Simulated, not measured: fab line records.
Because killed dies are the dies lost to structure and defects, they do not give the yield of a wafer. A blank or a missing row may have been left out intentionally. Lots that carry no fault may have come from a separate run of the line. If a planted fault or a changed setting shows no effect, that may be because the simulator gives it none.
Matching of chambers || flow n5Finfet || N5_BEOL_M6_DEP_56 on pecvd-03 has 3 sister chambers
The step deposits SiCN from 3MS/NH3, target thk 10 nm, time 17.5 s. 18 wafers are shown with their chamber, then 9 later ones without.

WAFERS WITH THEIR CHAMBER
{"wafer": "L074.2", "chamber": 2, "throttleValvePct (%)": 8.7, "showerheadPlenumPTorr (Torr)": 3.677}
{"wafer": "L074.3", "chamber": 1, "throttleValvePct (%)": 8.9, "showerheadPlenumPTorr (Torr)": 3.685}
{"wafer": "L074.4", "chamber": 1, "throttleValvePct (%)": 8.9, "showerheadPlenumPTorr (Torr)": 3.696}
{"wafer": "L076.3", "chamber": 2, "throttleValvePct (%)": 8.4, "showerheadPlenumPTorr (Torr)": 3.669}
{"wafer": "L076.5", "chamber": 0, "throttleValvePct (%)": 8.5, "showerheadPlenumPTorr (Torr)": 3.687}
{"wafer": "L076.6", "chamber": 2, "throttleValvePct (%)": 8.6, "showerheadPlenumPTorr (Torr)": 3.672}
{"wafer": "L078.1", "chamber": 1, "throttleValvePct (%)": 8.9, "showerheadPlenumPTorr (Torr)": 3.680}
{"wafer": "L078.4", "chamber": 2, "throttleValvePct (%)": 8.8, "showerheadPlenumPTorr (Torr)": 3.673}
{"wafer": "L078.5", "chamber": 0, "throttleValvePct (%)": 8.8, "showerheadPlenumPTorr (Torr)": 3.679}
{"wafer": "L081.3", "chamber": 1, "throttleValvePct (%)": 8.7, "showerheadPlenumPTorr (Torr)": 3.679}
{"wafer": "L081.5", "chamber": 1, "throttleValvePct (%)": 8.9, "showerheadPlenumPTorr (Torr)": 3.670}
{"wafer": "L081.6", "chamber": 2, "throttleValvePct (%)": 8.9, "showerheadPlenumPTorr (Torr)": 3.686}
{"wafer": "L082.1", "chamber": 0, "throttleValvePct (%)": 8.6, "showerheadPlenumPTorr (Torr)": 3.671}
{"wafer": "L082.4", "chamber": 2, "throttleValvePct (%)": 8.8, "showerheadPlenumPTorr (Torr)": 3.669}
{"wafer": "L082.6", "chamber": 0, "throttleValvePct (%)": 8.6, "showerheadPlenumPTorr (Torr)": 3.679}
{"wafer": "L086.1", "chamber": 0, "throttleValvePct (%)": 8.6, "showerheadPlenumPTorr (Torr)": 3.691}
{"wafer": "L086.5", "chamber": 0, "throttleValvePct (%)": 8.6, "showerheadPlenumPTorr (Torr)": 3.692}
{"wafer": "L086.6", "chamber": 2, "throttleValvePct (%)": 8.4, "showerheadPlenumPTorr (Torr)": 3.661}

SIGNATURES (averages over the wafers above)
{"reading": "throttleValvePct", "chamber 0": 8.617, "chamber 1": 8.860, "chamber 2": 8.657, "scatter within a chamber": 0.145}
{"reading": "showerheadPlenumPTorr", "chamber 0": 3.68317, "chamber 1": 3.68200, "chamber 2": 3.67243, "scatter within a chamber": 0.0084}
Rule: distance of a wafer from a chamber = root of the sum over the readings of ((wafer's reading minus chamber's mean) / reading's scatter) squared. The wafer belongs to the nearest chamber; if the next one is less than 2 further off, it can't be placed. The scatter: the root of (the sum of the squares of (reading less its chamber's mean) over the shown wafers, divided by (wafers less chambers)).

WAFERS WITHOUT THEIR CHAMBER
{"wafer": "L088.2", "throttleValvePct (%)": 8.7, "showerheadPlenumPTorr (Torr)": 3.679}
{"wafer": "L088.5", "throttleValvePct (%)": 8.9, "showerheadPlenumPTorr (Torr)": 3.681}
{"wafer": "L088.6", "throttleValvePct (%)": 8.7, "showerheadPlenumPTorr (Torr)": 3.676}
{"wafer": "L090.2", "throttleValvePct (%)": 8.8, "showerheadPlenumPTorr (Torr)": 3.669}
{"wafer": "L090.3", "throttleValvePct (%)": 8.7, "showerheadPlenumPTorr (Torr)": 3.694}
{"wafer": "L090.6", "throttleValvePct (%)": 8.6, "showerheadPlenumPTorr (Torr)": 3.677}
{"wafer": "L092.2", "throttleValvePct (%)": 8.4, "showerheadPlenumPTorr (Torr)": 3.679}
{"wafer": "L092.4", "throttleValvePct (%)": 8.9, "showerheadPlenumPTorr (Torr)": 3.680}
{"wafer": "L092.5", "throttleValvePct (%)": 8.5, "showerheadPlenumPTorr (Torr)": 3.684}

WHICH CHAMBER EACH ONE RAN IN
{"wafer": "L088.2", "from the rows above": "can't be placed: 0 or 2 or 1", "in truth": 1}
{"wafer": "L088.5", "from the rows above": "can't be placed: 1 or 2 or 0", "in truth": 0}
{"wafer": "L088.6", "from the rows above": "can't be placed: 2 or 0 or 1", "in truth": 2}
{"wafer": "L090.2", "from the rows above": "can't be placed: 2 or 1 or 0", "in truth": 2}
{"wafer": "L090.3", "from the rows above": "can't be placed: 0 or 1 or 2", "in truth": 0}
{"wafer": "L090.6", "from the rows above": "can't be placed: 2 or 0 or 1", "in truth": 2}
{"wafer": "L092.2", "from the rows above": "can't be placed: 0 or 2 or 1", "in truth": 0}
{"wafer": "L092.4", "from the rows above": "can't be placed: 1 or 2 or 0", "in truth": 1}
{"wafer": "L092.5", "from the rows above": "can't be placed: 0 or 2 or 1", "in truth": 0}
0 of 9 placed correctly. These rows do not allow placing 9 (true chamber among the candidates in 9). Number placed wrongly: 0.
